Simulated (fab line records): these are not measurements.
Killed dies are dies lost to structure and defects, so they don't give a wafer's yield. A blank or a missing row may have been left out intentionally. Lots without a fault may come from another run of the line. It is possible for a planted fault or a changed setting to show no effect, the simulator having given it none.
What tool caused it?    flow nand_harc    Sampling: 6 lots, 18 wafers, 2 of 1302 route steps

WHAT THE GAUGES READ, wafer by wafer
NHARC_P_ZERO_WELL_CD_MEAS_24: the cd target is 720 nm.
lot   measured     on         cd_nm (nm)
L133  day 2 08:35  cd_sem-01  722.4 720.6 722.3
L135  day 3 04:31  cd_sem-03  719.5 717.6 718.3
L138  day 4 11:03  cd_sem-01  719.8 719.8 719.8
L141  day 5 17:01  cd_sem-03  720.9 719.0 720.4
L144  day 6 22:35  cd_sem-02  721.9 721.2 721.8
L147  day 8 04:41  cd_sem-03  720.0 721.5 721.2

EACH LOT AND THE TOOL THAT RAN IT (in order: tool; ch and the chambers of the sampled wafers; start)
lot   NHARC_P_ZERO_WELL_EXPOSE_21
L133  krf_scanner-02 ch 0, day 2 08:26
L135  krf_scanner-03 ch 0, day 3 04:22
L138  krf_scanner-02 ch 0, day 4 10:53
L141  krf_scanner-03 ch 0, day 5 16:51
L144  krf_scanner-02 ch 0, day 6 22:25
L147  krf_scanner-04 ch 0, day 8 04:32
- NHARC_P_ZERO_WELL_EXPOSE_21: exposes mask P NWELL, target cd 720 nm.

THE ANSWER, worked out from the rows above alone
Rule: what is usual is taken from the lots themselves. Put in order of their means at a reading, lots are off if they are a third of the lots or fewer, leave a main group of 4 or more, and stand apart from it by a gap of 3 or more times the standard deviation of the main group's means; of several such gaps the widest counts. A main group whose means are all the same, to the digits that the tables above print for the reading, isn't used. A lot without any number at a reading at which 4 lots or more have one is off too. All remaining lots with rows at the step are treated as sound.
No lot is off at any reading shown: from this, nothing can be told.

WHAT THE SIMULATOR HAD INSERTED
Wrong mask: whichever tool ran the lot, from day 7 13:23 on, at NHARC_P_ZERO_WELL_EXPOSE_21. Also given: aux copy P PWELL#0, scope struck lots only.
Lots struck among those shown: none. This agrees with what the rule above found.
